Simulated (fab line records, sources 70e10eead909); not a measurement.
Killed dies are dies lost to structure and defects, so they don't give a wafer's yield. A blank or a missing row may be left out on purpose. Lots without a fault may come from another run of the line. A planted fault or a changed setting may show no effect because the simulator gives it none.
Which tool did it? | flow nand_harc | 19 lots, 57 wafers sampled, at 6 steps of a route of 1302

WHAT THE GAUGES READ, wafer by wafer
The record holds no reading of a measuring or inspecting step that can be judged against a usual standard deviation.

WHICH TOOL RAN EACH LOT (tool, then ch and the chambers of the sampled wafers, then the start)
lot  | NHARC_A_STAIRCASE_TRIM_20          | NHARC_A_STAIRCASE_TRIM_187         | NHARC_A_STAIRCASE_TRIM_220         | NHARC_A_STAIRCASE_ETCH_221     | NHARC_A_STAIRCASE_TRIM_222     | NHARC_A_STAIRCASE_TRIM_224
L074 | rie_diel-02 ch 1,2, day 15 16:02   | rie_diel-03 ch 0,1,3, day 15 19:08 | rie_diel-08 ch 0,1,2, day 15 22:44 | rie_diel-08 ch 0,2,3, no start | rie_diel-08 ch 0,2,3, no start | rie_diel-08 ch 0,1, no start
L075 | rie_diel-02 ch 0,1,2, day 15 18:08 | rie_diel-08 ch 0,1,2, day 15 20:52 | rie_diel-08 ch 1,3, day 16 00:43   | rie_diel-08 ch 0,1,3, no start | rie_diel-08 ch 1,2,3, no start | rie_diel-08 ch 0,1,2, no start
L076 | rie_diel-02 ch 0,2,3, day 16 14:13 | rie_diel-02 ch 0,2,3, day 16 17:48 | rie_diel-08 ch 0,2,3, day 16 21:37 | rie_diel-08 ch 0,1,3, no start | rie_diel-08 ch 0,1,2, no start | rie_diel-08 ch 1,2,3, no start
L077 | rie_diel-03 ch 1,3, day 17 07:46   | rie_diel-03 ch 1,2, day 17 10:38   | rie_diel-03 ch 0,1,3, day 17 16:22 | rie_diel-03 ch 0,3, no start   | rie_diel-03 ch 0,3, no start   | rie_diel-03 ch 0,3, no start
L079 | rie_diel-08 ch 1,2,3, day 18 00:17 | rie_diel-03 ch 0,1,2, day 18 03:17 | rie_diel-02 ch 1,2,3, day 18 08:31 | rie_diel-02 ch 0,1,2, no start | rie_diel-02 ch 0,2,3, no start | rie_diel-02 ch 0,2,3, no start
L080 | rie_diel-08 ch 1,3, day 18 04:28   | rie_diel-03 ch 0,2,3, day 18 07:35 | rie_diel-08 ch 0,2,3, day 18 11:16 | rie_diel-08 ch 1,3, no start   | rie_diel-08 ch 0,1,3, no start | rie_diel-08 ch 2,3, no start
L083 | rie_diel-08 ch 0,1,2, day 19 02:11 | rie_diel-03 ch 0,2,3, day 19 04:54 | rie_diel-03 ch 0,2,3, day 19 09:19 | rie_diel-03 ch 0,1,3, no start | rie_diel-03 ch 0,2,3, no start | rie_diel-03 ch 1,2,3, no start
L082 | rie_diel-08 ch 0,3, day 19 05:50   | rie_diel-02 ch 0,2,3, day 19 08:33 | rie_diel-08 ch 0,1,2, day 19 12:34 | rie_diel-08 ch 0,1, no start   | rie_diel-08 ch 1,2,3, no start | rie_diel-08 ch 2,3, no start
L086 | rie_diel-02 ch 0,3, day 20 10:36   | rie_diel-08 ch 1,2,3, day 20 13:40 | rie_diel-03 ch 0,2,3, day 20 17:32 | rie_diel-03 ch 0,2, no start   | rie_diel-03 ch 0,2, no start   | rie_diel-03 ch 0,1, no start
L085 | rie_diel-02 ch 0,3, day 20 11:09   | rie_diel-03 ch 2,3, day 20 14:06   | rie_diel-08 ch 0,1,3, day 20 18:19 | rie_diel-08 ch 0,1,2, no start | rie_diel-08 ch 0,2,3, no start | rie_diel-08 ch 0,1,2, no start
L087 | rie_diel-03 ch 1,2, day 20 20:09   | rie_diel-08 ch 1,2,3, day 20 22:57 | rie_diel-08 ch 0,3, day 21 03:59   | rie_diel-08 ch 0,3, no start   | rie_diel-08 ch 1,3, no start   | rie_diel-08 ch 0,2,3, no start
L089 | rie_diel-02 ch 1,2, day 21 11:41   | rie_diel-02 ch 0,1, day 21 14:13   | rie_diel-02 ch 0,2,3, day 21 18:40 | rie_diel-02 ch 0,1,2, no start | rie_diel-02 ch 1,2,3, no start | rie_diel-02 ch 2,3, no start
L088 | rie_diel-08 ch 0,3, day 21 12:01   | rie_diel-08 ch 1,2,3, day 21 14:40 | rie_diel-03 ch 0,1,2, day 21 18:16 | rie_diel-03 ch 0,3, no start   | rie_diel-03 ch 1,2,3, no start | rie_diel-03 ch 2,3, no start
L091 | rie_diel-08 ch 0,1,2, day 22 10:41 | rie_diel-03 ch 0,2,3, day 22 13:32 | rie_diel-03 ch 1,2,3, day 22 17:26 | rie_diel-03 ch 0,1,3, no start | rie_diel-03 ch 0,1,3, no start | rie_diel-03 ch 2,3, no start
L090 | rie_diel-08 ch 0,1,2, day 22 11:02 | rie_diel-08 ch 0,1, day 22 13:44   | rie_diel-03 ch 0,1,3, day 22 17:47 | rie_diel-03 ch 2,3, no start   | rie_diel-03 ch 2,3, no start   | rie_diel-03 ch 0,2,3, no start
L093 | rie_diel-03 ch 0,2,3, day 23 12:31 | rie_diel-03 ch 0,1, day 23 22:47   | rie_diel-02 ch 0,2,3, day 24 02:42 | rie_diel-02 ch 1,2,3, no start | rie_diel-02 ch 0,1,2, no start | rie_diel-02 ch 0,3, no start
L095 | rie_diel-08 ch 1,2, day 24 08:22   | rie_diel-08 ch 0,1,3, day 24 10:56 | rie_diel-08 ch 0,2,3, day 24 14:39 | rie_diel-08 ch 0,2,3, no start | rie_diel-08 ch 0,3, no start   | rie_diel-08 ch 0,3, no start
L094 | rie_diel-02 ch 2,3, day 24 08:41   | rie_diel-03 ch 0,1,3, day 24 11:22 | rie_diel-08 ch 0,1,3, day 24 15:13 | rie_diel-08 ch 1,2, no start   | rie_diel-08 ch 1,2, no start   | rie_diel-08 ch 2,3, no start
L097 | rie_diel-03 ch 2,3, day 24 22:14   | rie_diel-08 ch 2,3, day 25 00:57   | rie_diel-08 ch 0,3, day 25 05:43   | rie_diel-08 ch 0,1,3, no start | rie_diel-08 ch 0,2,3, no start | rie_diel-08 ch 0,3, no start
- NHARC_A_STAIRCASE_TRIM_20: chemistry O2, time 211.2 s.
- NHARC_A_STAIRCASE_TRIM_187: chemistry O2, time 211.2 s.
- NHARC_A_STAIRCASE_TRIM_220: chemistry O2, time 211.2 s.
- NHARC_A_STAIRCASE_ETCH_221: etches the open film in C4F8/O2, target depth 100 nm, time 40.5 s.
- NHARC_A_STAIRCASE_TRIM_222: chemistry O2, time 211.2 s.
- NHARC_A_STAIRCASE_TRIM_224: chemistry O2, time 211.2 s.

WHAT THE TOOLS THEMSELVES READ (means of the sampled wafers that have a number; where no wafer has one, the mark that the record gives instead)
NHARC_A_STAIRCASE_TRIM_20.
lot  | tool        | chamber_pressure_mTorr (mTorr) | drypump_motor_current_A (A) | oes_product_au (a.u.) | rf_vpp_V (V) | showerhead_plenum_p_Torr (Torr) | throttle_valve_pct (%)
L074 | rie_diel-02 | 59.96                          | 5.9                         | 0.995                 | 58.3         | 3.71                            | 17.035
L075 | rie_diel-02 | 59.97                          | 6.0                         | 0.999                 | 57.8         | 3.62                            | 17.034
L076 | rie_diel-02 | 59.98                          | 6.2                         | 0.994                 | 57.6         | 3.46                            | 17.035
L077 | rie_diel-03 | 60.05                          | 5.8                         | 0.991                 | 58.4         | 3.69                            | 17.034
L079 | rie_diel-08 | 60.00                          | 6.0                         | 1.005                 | 57.7         | 3.59                            | 17.046
L080 | rie_diel-08 | 60.01                          | 6.0                         | 0.998                 | 58.5         | 3.63                            | 17.039
L083 | rie_diel-08 | 60.06                          | 6.1                         | 0.998                 | 58.4         | 3.48                            | 17.039
L082 | rie_diel-08 | 60.01                          | 6.2                         | 0.992                 | 57.7         | 3.64                            | 17.042
L086 | rie_diel-02 | 60.04                          | 5.9                         | 0.998                 | 57.6         | 3.39                            | 17.047
L085 | rie_diel-02 | 59.98                          | 5.9                         | 0.997                 | 56.6         | 3.35                            | 17.042
L087 | rie_diel-03 | 60.09                          | 5.9                         | 0.999                 | 57.2         | 3.55                            | 17.033
L089 | rie_diel-02 | 60.02                          | 5.9                         | 0.995                 | 57.6         | 3.69                            | 17.042
L088 | rie_diel-08 | 59.94                          | 6.2                         | 1.003                 | 58.6         | 3.63                            | 17.033
L091 | rie_diel-08 | 60.04                          | 6.1                         | 1.000                 | 57.6         | 3.47                            | 17.038
L090 | rie_diel-08 | 60.06                          | 6.1                         | 1.003                 | 57.0         | 3.47                            | 17.037
L093 | rie_diel-03 | 59.99                          | 6.1                         | 1.005                 | 56.3         | 3.51                            | 17.042
L095 | rie_diel-08 | 60.03                          | 5.9                         | 0.994                 | 57.3         | 3.46                            | 17.037
L094 | rie_diel-02 | 60.06                          | 6.4                         | 0.987                 | 57.8         | 3.50                            | 17.041
L097 | rie_diel-03 | 60.04                          | 6.3                         | 1.009                 | 57.8         | 3.60                            | 17.036

NHARC_A_STAIRCASE_TRIM_187.
lot  | tool        | chamber_pressure_mTorr (mTorr) | drypump_motor_current_A (A) | oes_product_au (a.u.) | rf_vpp_V (V) | showerhead_plenum_p_Torr (Torr) | throttle_valve_pct (%)
L074 | rie_diel-03 | 60.01                          | 5.8                         | 0.993                 | 58.9         | 3.62                            | 17.034
L075 | rie_diel-08 | 60.01                          | 6.1                         | 1.003                 | 58.5         | 3.50                            | 17.041
L076 | rie_diel-02 | 60.06                          | 6.1                         | 0.993                 | 58.0         | 3.46                            | 17.040
L077 | rie_diel-03 | 60.03                          | 5.9                         | 0.992                 | 58.0         | 3.57                            | 17.040
L079 | rie_diel-03 | 59.99                          | 5.9                         | 1.004                 | 57.2         | 3.50                            | 17.030
L080 | rie_diel-03 | 59.98                          | 6.1                         | 0.989                 | 57.5         | 3.53                            | 17.045
L083 | rie_diel-03 | 60.03                          | 6.1                         | 0.998                 | 57.8         | 3.52                            | 17.038
L082 | rie_diel-02 | 60.00                          | 6.1                         | 0.994                 | 58.6         | 3.45                            | 17.039
L086 | rie_diel-08 | 59.99                          | 6.0                         | 1.007                 | 58.4         | 3.57                            | 17.036
L085 | rie_diel-03 | 60.00                          | 6.3                         | 1.004                 | 58.5         | 3.62                            | 17.028
L087 | rie_diel-08 | 60.01                          | 6.0                         | 1.004                 | 57.6         | 3.57                            | 17.048
L089 | rie_diel-02 | 60.05                          | 5.8                         | 0.999                 | 57.6         | 3.53                            | 17.034
L088 | rie_diel-08 | 60.05                          | 6.0                         | 1.009                 | 57.6         | 3.57                            | 17.025
L091 | rie_diel-03 | 60.05                          | 6.1                         | 0.998                 | 57.1         | 3.51                            | 17.030
L090 | rie_diel-08 | 60.01                          | 6.2                         | 1.002                 | 57.2         | 3.43                            | 17.037
L093 | rie_diel-03 | 59.98                          | 5.6                         | 1.003                 | 57.8         | 3.55                            | 17.035
L095 | rie_diel-08 | 60.02                          | 6.0                         | 1.003                 | 58.2         | 3.52                            | 17.034
L094 | rie_diel-03 | 59.93                          | 5.8                         | 0.995                 | 57.9         | 3.58                            | 17.032
L097 | rie_diel-08 | 60.00                          | 6.1                         | 1.006                 | 57.7         | 3.59                            | 17.031

NHARC_A_STAIRCASE_TRIM_220.
lot  | tool        | chamber_pressure_mTorr (mTorr) | drypump_motor_current_A (A) | oes_product_au (a.u.) | rf_vpp_V (V) | showerhead_plenum_p_Torr (Torr) | throttle_valve_pct (%)
L074 | rie_diel-08 | 60.02                          | 6.1                         | 1.009                 | 57.8         | 3.50                            | 17.038
L075 | rie_diel-08 | 59.98                          | 5.8                         | 1.004                 | 57.7         | 3.55                            | 17.038
L076 | rie_diel-08 | 60.07                          | 6.2                         | 1.007                 | 57.5         | 3.59                            | 17.039
L077 | rie_diel-03 | 59.98                          | 5.8                         | 1.002                 | 58.3         | 3.62                            | 17.036
L079 | rie_diel-02 | 60.01                          | 6.0                         | 1.002                 | 58.5         | 3.56                            | 17.032
L080 | rie_diel-08 | 59.98                          | 6.2                         | 0.998                 | 57.4         | 3.58                            | 17.025
L083 | rie_diel-03 | 60.01                          | 6.1                         | 0.987                 | 57.8         | 3.52                            | 17.034
L082 | rie_diel-08 | 59.95                          | 6.1                         | 1.001                 | 57.6         | 3.48                            | 17.039
L086 | rie_diel-03 | 60.03                          | 6.1                         | 1.002                 | 57.4         | 3.52                            | 17.031
L085 | rie_diel-08 | 59.99                          | 6.1                         | 1.001                 | 58.1         | 3.53                            | 17.045
L087 | rie_diel-08 | 60.03                          | 6.3                         | 1.001                 | 57.1         | 3.53                            | 17.037
L089 | rie_diel-02 | 60.02                          | 6.1                         | 0.999                 | 56.9         | 3.45                            | 17.032
L088 | rie_diel-03 | 59.97                          | 5.9                         | 1.001                 | 57.8         | 3.48                            | 17.045
L091 | rie_diel-03 | 60.02                          | 6.1                         | 1.003                 | 58.2         | 3.57                            | 17.033
L090 | rie_diel-03 | 59.98                          | 5.8                         | 0.999                 | 58.5         | 3.59                            | 17.031
L093 | rie_diel-02 | 60.01                          | 6.2                         | 0.995                 | 57.4         | 3.44                            | 17.033
L095 | rie_diel-08 | 59.99                          | 6.2                         | 1.001                 | 58.2         | 3.56                            | 17.035
L094 | rie_diel-08 | 59.97                          | 6.1                         | 0.998                 | 57.9         | 3.52                            | 17.038
L097 | rie_diel-08 | 59.98                          | 6.3                         | 0.996                 | 57.8         | 3.52                            | 17.042

NHARC_A_STAIRCASE_ETCH_221.
lot  | tool        | chamber_pressure_mTorr (mTorr) | oes_product_au (a.u.) | rf_vpp_V (V)
L074 | rie_diel-08 | 25.024                         | 0.966                 | 898
L075 | rie_diel-08 | 24.982                         | 0.958                 | 896
L076 | rie_diel-08 | 24.994                         | 0.944                 | 896
L077 | rie_diel-03 | 25.001                         | 0.938                 | 896
L079 | rie_diel-02 | 25.016                         | 0.941                 | 899
L080 | rie_diel-08 | 24.998                         | 0.952                 | 900
L083 | rie_diel-03 | 24.984                         | 0.931                 | 898
L082 | rie_diel-08 | 25.014                         | 0.943                 | 893
L086 | rie_diel-03 | 24.989                         | 0.922                 | 892
L085 | rie_diel-08 | 25.011                         | 0.954                 | 895
L087 | rie_diel-08 | 25.001                         | 0.945                 | 899
L089 | rie_diel-02 | 25.016                         | 0.934                 | 898
L088 | rie_diel-03 | 25.028                         | 0.957                 | 900
L091 | rie_diel-03 | 25.015                         | 0.941                 | 897
L090 | rie_diel-03 | 24.982                         | 0.933                 | 894
L093 | rie_diel-02 | 24.990                         | 0.920                 | 896
L095 | rie_diel-08 | 25.028                         | 0.937                 | 897
L094 | rie_diel-08 | 25.002                         | 0.946                 | 895
L097 | rie_diel-08 | 25.010                         | 0.945                 | 895

NHARC_A_STAIRCASE_TRIM_222.
lot  | tool        | chamber_pressure_mTorr (mTorr) | drypump_motor_current_A (A) | oes_product_au (a.u.) | rf_vpp_V (V) | showerhead_plenum_p_Torr (Torr) | throttle_valve_pct (%)
L074 | rie_diel-08 | 60.06                          | 6.2                         | 1.004                 | 57.5         | 3.59                            | 17.030
L075 | rie_diel-08 | 59.95                          | 6.0                         | 1.007                 | 57.4         | 3.59                            | 17.035
L076 | rie_diel-08 | 59.99                          | 6.1                         | 1.004                 | 57.2         | 3.49                            | 17.041
L077 | rie_diel-03 | 59.93                          | 5.9                         | 0.991                 | 58.3         | 3.55                            | 17.037
L079 | rie_diel-02 | 59.98                          | 6.1                         | 1.003                 | 57.7         | 3.46                            | 17.034
L080 | rie_diel-08 | 60.04                          | 6.1                         | 1.000                 | 57.9         | 3.54                            | 17.044
L083 | rie_diel-03 | 60.04                          | 6.1                         | 1.001                 | 58.0         | 3.52                            | 17.029
L082 | rie_diel-08 | 59.99                          | 6.0                         | 0.999                 | 58.2         | 3.58                            | 17.042
L086 | rie_diel-03 | 59.97                          | 6.2                         | 1.001                 | 57.4         | 3.40                            | 17.028
L085 | rie_diel-08 | 60.01                          | 6.3                         | 1.002                 | 57.8         | 3.57                            | 17.044
L087 | rie_diel-08 | 60.01                          | 5.9                         | 1.009                 | 58.1         | 3.62                            | 17.034
L089 | rie_diel-02 | 59.95                          | 6.0                         | 0.999                 | 57.8         | 3.55                            | 17.029
L088 | rie_diel-03 | 59.99                          | 6.1                         | 1.007                 | 58.3         | 3.58                            | 17.037
L091 | rie_diel-03 | 59.96                          | 5.8                         | 0.997                 | 57.8         | 3.59                            | 17.023
L090 | rie_diel-03 | 60.05                          | 6.3                         | 0.995                 | 58.2         | 3.49                            | 17.031
L093 | rie_diel-02 | 60.02                          | 6.0                         | 0.995                 | 57.9         | 3.58                            | 17.036
L095 | rie_diel-08 | 59.98                          | 6.2                         | 1.004                 | 57.4         | 3.62                            | 17.033
L094 | rie_diel-08 | 60.00                          | 5.9                         | 0.999                 | 58.5         | 3.46                            | 17.025
L097 | rie_diel-08 | 59.98                          | 6.2                         | 0.998                 | 57.3         | 3.56                            | 17.040

NHARC_A_STAIRCASE_TRIM_224.
lot  | tool        | chamber_pressure_mTorr (mTorr) | drypump_motor_current_A (A) | oes_product_au (a.u.) | rf_vpp_V (V) | showerhead_plenum_p_Torr (Torr) | throttle_valve_pct (%)
L074 | rie_diel-08 | 59.97                          | 6.2                         | 1.002                 | 57.1         | 3.46                            | 17.027
L075 | rie_diel-08 | 59.98                          | 6.1                         | 1.001                 | 57.4         | 3.50                            | 17.032
L076 | rie_diel-08 | 60.00                          | 6.0                         | 1.006                 | 57.7         | 3.59                            | 17.036
L077 | rie_diel-03 | 59.94                          | 6.0                         | 0.994                 | 58.1         | 3.65                            | 17.045
L079 | rie_diel-02 | 60.03                          | 6.1                         | 1.004                 | 57.6         | 3.46                            | 17.047
L080 | rie_diel-08 | 59.96                          | 6.1                         | 1.006                 | 57.3         | 3.68                            | 17.039
L083 | rie_diel-03 | 59.98                          | 6.1                         | 1.000                 | 57.6         | 3.59                            | 17.037
L082 | rie_diel-08 | 59.99                          | 6.1                         | 1.000                 | 58.6         | 3.68                            | 17.042
L086 | rie_diel-03 | 59.96                          | 5.6                         | 0.991                 | 58.3         | 3.57                            | 17.036
L085 | rie_diel-08 | 59.97                          | 6.1                         | 1.004                 | 58.8         | 3.48                            | 17.031
L087 | rie_diel-08 | 59.97                          | 6.3                         | 1.004                 | 58.4         | 3.57                            | 17.035
L089 | rie_diel-02 | 60.01                          | 6.1                         | 0.994                 | 57.3         | 3.40                            | 17.033
L088 | rie_diel-03 | 60.04                          | 6.4                         | 1.006                 | 58.1         | 3.50                            | 17.036
L091 | rie_diel-03 | 60.03                          | 6.3                         | 1.003                 | 58.2         | 3.61                            | 17.041
L090 | rie_diel-03 | 60.01                          | 6.1                         | 1.005                 | 57.7         | 3.51                            | 17.038
L093 | rie_diel-02 | 60.09                          | 5.9                         | 0.996                 | 56.8         | 3.33                            | 17.047
L095 | rie_diel-08 | 60.00                          | 6.2                         | 0.999                 | 57.3         | 3.62                            | 17.041
L094 | rie_diel-08 | 59.95                          | 6.1                         | 0.998                 | 58.1         | 3.66                            | 17.038
L097 | rie_diel-08 | 60.06                          | 6.3                         | 0.997                 | 58.0         | 3.52                            | 17.033

THE ANSWER, worked out from the rows above alone
Rule: what is usual is taken from the lots themselves. Put in order of their means at a reading, lots are off if they are a third of the lots or fewer, leave a main group of 4 or more, and stand apart from it by a gap of 3 or more times the standard deviation of the main group's means; of several such gaps the widest counts. A main group whose means are all the same, to the digits that the tables above print for the reading, isn't used. A lot without any number at a reading at which 4 lots or more have one is off too. The other lots that the step has rows for count as sound. The gauges are gone through in route order, then the tools' own readings, and for those a lot's mean is taken as printed above. The first step at which some lot is off is used, and at that step the reading that is off furthest; a lot without a number counts as furthest.
No lot is off at any reading shown: from this, nothing can be told.

WHAT THE SIMULATOR HAD PUT IN
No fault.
